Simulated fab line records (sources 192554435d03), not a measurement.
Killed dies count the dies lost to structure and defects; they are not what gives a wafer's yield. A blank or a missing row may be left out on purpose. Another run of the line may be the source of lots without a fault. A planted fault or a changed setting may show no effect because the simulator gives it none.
Split-lot trial || flow n5Finfet || 7 lots, 39 wafers read, on a route of 1938 steps

SPLIT DETAILS
At N5_BEOL_M0_SAQP_ILD_DEP_01 (deposits SiOC from DEMS/O2, target thk 45.419 nm, time 8.7 s), the setting timeS was moved away from the recipe's 8.7 s on 12 of the 39 wafers read, by -43.0% to -16.7%. The other wafers ran this setting at the recipe's value.

The reading is taken at the split's own step.

THE READING
SiOC_of_BEOL_M0_SAQP_ILD_DEP_01.thkNm (the simulator's own value, which no gauge read), in nm, at N5_BEOL_M0_SAQP_ILD_DEP_01 (deposits SiOC from DEMS/O2, target thk 45.419 nm, time 8.7 s). The file gives no usual value for it. Average 45.2 nm, standard deviation 0.5 nm, over the 27 wafers here run with the recipe.

{"wafer": "L074.1", "tool, chamber at the split": "pecvd-02, 0,2", "timeS as run, s": 8.7, "against the recipe": "recipe", "SiOC_of_BEOL_M0_SAQP_ILD_DEP_01.thkNm, nm": 44.6, "against lot-mates on the recipe": "-"}
{"wafer": "L074.2", "tool, chamber at the split": "pecvd-02, 0,2", "timeS as run, s": 8.7, "against the recipe": "recipe", "SiOC_of_BEOL_M0_SAQP_ILD_DEP_01.thkNm, nm": 44.6, "against lot-mates on the recipe": "-"}
{"wafer": "L074.3", "tool, chamber at the split": "pecvd-02, 1", "timeS as run, s": 7.246, "against the recipe": "-16.7%", "SiOC_of_BEOL_M0_SAQP_ILD_DEP_01.thkNm, nm": 37.6, "against lot-mates on the recipe": -7.3}
{"wafer": "L074.4", "tool, chamber at the split": "pecvd-02, 0", "timeS as run, s": 7.246, "against the recipe": "-16.7%", "SiOC_of_BEOL_M0_SAQP_ILD_DEP_01.thkNm, nm": 38, "against lot-mates on the recipe": -6.9}
{"wafer": "L074.5", "tool, chamber at the split": "pecvd-02, 2", "timeS as run, s": 8.7, "against the recipe": "recipe", "SiOC_of_BEOL_M0_SAQP_ILD_DEP_01.thkNm, nm": 45.4, "against lot-mates on the recipe": "-"}
{"wafer": "L074.6", "tool, chamber at the split": "pecvd-02, 1", "timeS as run, s": 7.246, "against the recipe": "-16.7%", "SiOC_of_BEOL_M0_SAQP_ILD_DEP_01.thkNm, nm": 38.4, "against lot-mates on the recipe": -6.5}
{"wafer": "L076.1", "tool, chamber at the split": "pecvd-04, 1", "timeS as run, s": 6.485, "against the recipe": "-25.5%", "SiOC_of_BEOL_M0_SAQP_ILD_DEP_01.thkNm, nm": 32.8, "against lot-mates on the recipe": -12.5}
{"wafer": "L076.2", "tool, chamber at the split": "pecvd-04, 0", "timeS as run, s": 6.485, "against the recipe": "-25.5%", "SiOC_of_BEOL_M0_SAQP_ILD_DEP_01.thkNm, nm": 34, "against lot-mates on the recipe": -11.3}
{"wafer": "L076.3", "tool, chamber at the split": "pecvd-04, 2", "timeS as run, s": 8.7, "against the recipe": "recipe", "SiOC_of_BEOL_M0_SAQP_ILD_DEP_01.thkNm, nm": 44.4, "against lot-mates on the recipe": "-"}
{"wafer": "L076.4", "tool, chamber at the split": "pecvd-04, 0", "timeS as run, s": 8.7, "against the recipe": "recipe", "SiOC_of_BEOL_M0_SAQP_ILD_DEP_01.thkNm, nm": 46.2, "against lot-mates on the recipe": "-"}
{"wafer": "L076.5", "tool, chamber at the split": "pecvd-04, 2", "timeS as run, s": 8.7, "against the recipe": "recipe", "SiOC_of_BEOL_M0_SAQP_ILD_DEP_01.thkNm, nm": 45.4, "against lot-mates on the recipe": "-"}
{"wafer": "L076.6", "tool, chamber at the split": "pecvd-04, 1", "timeS as run, s": 6.485, "against the recipe": "-25.5%", "SiOC_of_BEOL_M0_SAQP_ILD_DEP_01.thkNm, nm": 33.8, "against lot-mates on the recipe": -11.5}
{"wafer": "L084.4", "tool, chamber at the split": "pecvd-04, 2", "timeS as run, s": 8.7, "against the recipe": "recipe", "SiOC_of_BEOL_M0_SAQP_ILD_DEP_01.thkNm, nm": 45.2, "against lot-mates on the recipe": "-"}
{"wafer": "L084.5", "tool, chamber at the split": "pecvd-04, 1", "timeS as run, s": 8.7, "against the recipe": "recipe", "SiOC_of_BEOL_M0_SAQP_ILD_DEP_01.thkNm, nm": 45, "against lot-mates on the recipe": "-"}
{"wafer": "L084.6", "tool, chamber at the split": "pecvd-04, 2", "timeS as run, s": 8.7, "against the recipe": "recipe", "SiOC_of_BEOL_M0_SAQP_ILD_DEP_01.thkNm, nm": 44.8, "against lot-mates on the recipe": "-"}
{"wafer": "L085.1", "tool, chamber at the split": "pecvd-04, 2,1", "timeS as run, s": 8.7, "against the recipe": "recipe", "SiOC_of_BEOL_M0_SAQP_ILD_DEP_01.thkNm, nm": 44.8, "against lot-mates on the recipe": "-"}
{"wafer": "L085.2", "tool, chamber at the split": "pecvd-04, 2,1", "timeS as run, s": 8.7, "against the recipe": "recipe", "SiOC_of_BEOL_M0_SAQP_ILD_DEP_01.thkNm, nm": 44.8, "against lot-mates on the recipe": "-"}
{"wafer": "L085.3", "tool, chamber at the split": "pecvd-04, 1,2,2", "timeS as run, s": 8.7, "against the recipe": "recipe", "SiOC_of_BEOL_M0_SAQP_ILD_DEP_01.thkNm, nm": 45.4, "against lot-mates on the recipe": "-"}
{"wafer": "L085.4", "tool, chamber at the split": "pecvd-04, 1,2,2", "timeS as run, s": 8.7, "against the recipe": "recipe", "SiOC_of_BEOL_M0_SAQP_ILD_DEP_01.thkNm, nm": 45.4, "against lot-mates on the recipe": "-"}
{"wafer": "L085.5", "tool, chamber at the split": "pecvd-04, 1,2,2", "timeS as run, s": 8.7, "against the recipe": "recipe", "SiOC_of_BEOL_M0_SAQP_ILD_DEP_01.thkNm, nm": 45.4, "against lot-mates on the recipe": "-"}
{"wafer": "L085.6", "tool, chamber at the split": "pecvd-04, 1", "timeS as run, s": 8.7, "against the recipe": "recipe", "SiOC_of_BEOL_M0_SAQP_ILD_DEP_01.thkNm, nm": 45.6, "against lot-mates on the recipe": "-"}
{"wafer": "L086.1", "tool, chamber at the split": "pecvd-04, 1", "timeS as run, s": 8.7, "against the recipe": "recipe", "SiOC_of_BEOL_M0_SAQP_ILD_DEP_01.thkNm, nm": 45, "against lot-mates on the recipe": "-"}
{"wafer": "L086.2", "tool, chamber at the split": "pecvd-04, 2", "timeS as run, s": 8.7, "against the recipe": "recipe", "SiOC_of_BEOL_M0_SAQP_ILD_DEP_01.thkNm, nm": 44.2, "against lot-mates on the recipe": "-"}
{"wafer": "L086.3", "tool, chamber at the split": "pecvd-04, 1", "timeS as run, s": 8.7, "against the recipe": "recipe", "SiOC_of_BEOL_M0_SAQP_ILD_DEP_01.thkNm, nm": 45.2, "against lot-mates on the recipe": "-"}
{"wafer": "L086.4", "tool, chamber at the split": "pecvd-04, 2,1", "timeS as run, s": 4.965, "against the recipe": "-42.9%", "SiOC_of_BEOL_M0_SAQP_ILD_DEP_01.thkNm, nm": 25.8, "against lot-mates on the recipe": -19.0}
{"wafer": "L086.6", "tool, chamber at the split": "pecvd-04, 2,1", "timeS as run, s": 4.965, "against the recipe": "-42.9%", "SiOC_of_BEOL_M0_SAQP_ILD_DEP_01.thkNm, nm": 25.8, "against lot-mates on the recipe": -19.0}
{"wafer": "L086.5", "tool, chamber at the split": "pecvd-04, 2", "timeS as run, s": 4.965, "against the recipe": "-42.9%", "SiOC_of_BEOL_M0_SAQP_ILD_DEP_01.thkNm, nm": 26.2, "against lot-mates on the recipe": -18.6}
{"wafer": "L089.1", "tool, chamber at the split": "pecvd-01, 2,1", "timeS as run, s": 8.7, "against the recipe": "recipe", "SiOC_of_BEOL_M0_SAQP_ILD_DEP_01.thkNm, nm": 45.2, "against lot-mates on the recipe": "-"}
{"wafer": "L089.2", "tool, chamber at the split": "pecvd-01, 2,1", "timeS as run, s": 8.7, "against the recipe": "recipe", "SiOC_of_BEOL_M0_SAQP_ILD_DEP_01.thkNm, nm": 45.2, "against lot-mates on the recipe": "-"}
{"wafer": "L089.3", "tool, chamber at the split": "pecvd-01, 0", "timeS as run, s": 8.7, "against the recipe": "recipe", "SiOC_of_BEOL_M0_SAQP_ILD_DEP_01.thkNm, nm": 44.8, "against lot-mates on the recipe": "-"}
{"wafer": "L089.4", "tool, chamber at the split": "pecvd-01, 0,1", "timeS as run, s": 8.7, "against the recipe": "recipe", "SiOC_of_BEOL_M0_SAQP_ILD_DEP_01.thkNm, nm": 45.6, "against lot-mates on the recipe": "-"}
{"wafer": "L089.5", "tool, chamber at the split": "pecvd-01, 0,1", "timeS as run, s": 8.7, "against the recipe": "recipe", "SiOC_of_BEOL_M0_SAQP_ILD_DEP_01.thkNm, nm": 45.6, "against lot-mates on the recipe": "-"}
{"wafer": "L089.6", "tool, chamber at the split": "pecvd-01, 2", "timeS as run, s": 8.7, "against the recipe": "recipe", "SiOC_of_BEOL_M0_SAQP_ILD_DEP_01.thkNm, nm": 46, "against lot-mates on the recipe": "-"}
{"wafer": "L096.1", "tool, chamber at the split": "pecvd-04, 1", "timeS as run, s": 4.96, "against the recipe": "-43.0%", "SiOC_of_BEOL_M0_SAQP_ILD_DEP_01.thkNm, nm": 25.6, "against lot-mates on the recipe": -20.1}
{"wafer": "L096.2", "tool, chamber at the split": "pecvd-04, 0", "timeS as run, s": 8.7, "against the recipe": "recipe", "SiOC_of_BEOL_M0_SAQP_ILD_DEP_01.thkNm, nm": 45, "against lot-mates on the recipe": "-"}
{"wafer": "L096.3", "tool, chamber at the split": "pecvd-04, 2", "timeS as run, s": 4.96, "against the recipe": "-43.0%", "SiOC_of_BEOL_M0_SAQP_ILD_DEP_01.thkNm, nm": 26, "against lot-mates on the recipe": -19.7}
{"wafer": "L096.4", "tool, chamber at the split": "pecvd-04, 1", "timeS as run, s": 8.7, "against the recipe": "recipe", "SiOC_of_BEOL_M0_SAQP_ILD_DEP_01.thkNm, nm": 45.8, "against lot-mates on the recipe": "-"}
{"wafer": "L096.5", "tool, chamber at the split": "pecvd-04, 2", "timeS as run, s": 4.96, "against the recipe": "-43.0%", "SiOC_of_BEOL_M0_SAQP_ILD_DEP_01.thkNm, nm": 26.2, "against lot-mates on the recipe": -19.5}
{"wafer": "L096.6", "tool, chamber at the split": "pecvd-04, 0", "timeS as run, s": 8.7, "against the recipe": "recipe", "SiOC_of_BEOL_M0_SAQP_ILD_DEP_01.thkNm, nm": 46.2, "against lot-mates on the recipe": "-"}
Rows listing several chambers each stand for several wafers; the file does not say which wafer went through which chamber.

FIT RESULTS
A straight line over all 39 wafers: SiOC_of_BEOL_M0_SAQP_ILD_DEP_01.thkNm changes by +0.449 nm for each +1% of timeS; r = +1.00; the points scatter about the line by 0.48 nm.
The same after taking each lot's own level away (the mean of its wafers on the recipe; 39 wafers): +0.45 nm for each +1%; r = +1.00; scatter 0.49 nm.
That fit puts the effect of the largest move of timeS on the reading at 19 nm.
From 44.80 to 45.67 nm: that is the span of the lots' own levels, equal to 1.7 times the standard deviation above.
Hence the lot-to-lot level has little effect on the slope; both slopes agree.
Check: with one of the wafers moved furthest among these (-43.0%) left out of the fit, the line predicts -19.2 nm for it against its lot-mates. Against them it came out at -20.1 nm.

ADDITIONAL SPLITS CARRIED BY THESE WAFERS
Before the reading, these wafers also passed through other splits. Each is held against what the fit with the lots' levels taken away leaves over:
{"other split on the same wafers": "N5_DUMMY_GATE_ALD_02 targetThkA", "wafers away from the commonest value": 6, "r with SiOC_of_BEOL_M0_SAQP_ILD_DEP_01.thkNm (lot level and that fit taken away)": "+0.11"}
{"other split on the same wafers": "N5_SD_EPI_P_DEVELOP_08 developTimeS", "wafers away from the commonest value": 15, "r with SiOC_of_BEOL_M0_SAQP_ILD_DEP_01.thkNm (lot level and that fit taken away)": "+0.00"}
{"other split on the same wafers": "N5_HKMG_FIN_ETCH_35 targetDepthA", "wafers away from the commonest value": 15, "r with SiOC_of_BEOL_M0_SAQP_ILD_DEP_01.thkNm (lot level and that fit taken away)": -0.04}

FILE'S OWN FIT
SiOC_of_BEOL_M0_SAQP_ILD_DEP_01.thkNm changes by +0.449 nm for each +1% of timeS, r = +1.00.
